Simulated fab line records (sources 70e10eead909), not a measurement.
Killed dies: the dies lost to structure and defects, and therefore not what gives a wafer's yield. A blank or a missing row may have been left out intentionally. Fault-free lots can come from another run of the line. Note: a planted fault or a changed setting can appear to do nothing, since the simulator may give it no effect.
Chamber matching + flow nand_harc + 4 sister chambers for NHARC_A_CONTACT_DESCUM_13 on rie_diel-08
The step chemistry O2, time 3 s. 18 wafers are shown with their chamber, then 9 later ones without.

## WAFERS WITH THEIR CHAMBER
| wafer  | chamber | showerhead_plenum_p_Torr (Torr) | drypump_motor_current_A (A) | rf_vpp_V (V) |
|--------|---------|---------------------------------|-----------------------------|--------------|
| L107.2 | 0       | 1.87                            | 6.3                         | 56.8         |
| L107.3 | 3       | 1.94                            | 5.7                         | 58.1         |
| L107.6 | 1       | 1.87                            | 6.0                         | 58.5         |
| L109.1 | 0       | 1.87                            | 6.3                         | 57.5         |
| L109.3 | 2       | 1.79                            | 6.0                         | 57.0         |
| L109.6 | 3       | 1.94                            | 5.7                         | 57.6         |
| L111.3 | 0       | 1.86                            | 6.3                         | 57.1         |
| L111.4 | 2       | 1.79                            | 6.1                         | 57.5         |
| L111.6 | 0       | 1.86                            | 6.3                         | 56.4         |
| L113.2 | 0       | 1.86                            | 6.3                         | 58.0         |
| L113.3 | 2       | 1.79                            | 6.1                         | 57.5         |
| L113.6 | 0       | 1.86                            | 6.3                         | 56.3         |
| L114.2 | 2       | 1.79                            | 6.1                         | 57.9         |
| L114.3 | 0       | 1.86                            | 6.3                         | 57.8         |
| L114.4 | 3       | 1.94                            | 5.7                         | 58.6         |
| L117.1 | 3       | 1.94                            | 5.7                         | 59.4         |
| L117.3 | 0       | 1.86                            | 6.3                         | 58.2         |
| L117.4 | 1       | 1.86                            | 6.0                         | 56.7         |

SIGNATURES (means of the wafers above)
| reading                  | chamber 0 | chamber 1 | chamber 2 | chamber 3 | scatter within a chamber |
|--------------------------|-----------|-----------|-----------|-----------|--------------------------|
| showerhead_plenum_p_Torr | 1.8625    | 1.8650    | 1.7900    | 1.9400    | 0.00378                  |
| drypump_motor_current_A  | 6.300     | 6.000     | 6.075     | 5.700     | 0.0231                   |
| rf_vpp_V                 | 57.263    | 57.600    | 57.475    | 58.425    | 0.731                    |
Rule: for each reading, subtract the chamber's mean from the wafer's reading, divide by that reading's scatter and square the result; add these up over the readings and take the root, which gives the wafer's distance from the chamber. The wafer belongs to the nearest chamber; if the next one is less than 2 further off, it can't be placed. How the scatter is found: for the shown wafers, subtract from each reading the mean of its chamber, square and add these, divide the total by (wafers less chambers), then take the root.

## WAFERS WHOSE CHAMBER IS MISSING
| wafer  | showerhead_plenum_p_Torr (Torr) | drypump_motor_current_A (A) | rf_vpp_V (V) |
|--------|---------------------------------|-----------------------------|--------------|
| L119.2 | 1.94                            | 5.7                         | 58.2         |
| L119.4 | 1.86                            | 6.0                         | 57.7         |
| L119.5 | 1.86                            | 6.3                         | 57.0         |
| L126.2 | 1.94                            | 5.7                         | 57.9         |
| L126.3 | 1.79                            | 6.1                         | 56.4         |
| L126.6 | 1.86                            | 6.3                         | 57.0         |
| L127.1 | 1.93                            | 5.7                         | 57.3         |
| L127.2 | 1.86                            | 6.0                         | 58.1         |
| L127.4 | 1.86                            | 6.3                         | 57.2         |

## WHICH CHAMBER EACH WENT THROUGH
| wafer  | from the rows above | in truth |
|--------|---------------------|----------|
| L119.2 | 3                   | 3        |
| L119.4 | 1                   | 1        |
| L119.5 | 0                   | 0        |
| L126.2 | 3                   | 3        |
| L126.3 | 2                   | 2        |
| L126.6 | 0                   | 0        |
| L127.1 | 3                   | 3        |
| L127.2 | 1                   | 1        |
| L127.4 | 0                   | 0        |
Correctly placed: 9 of 9. Left unplaced by these rows: 0. Placed wrongly: 0.
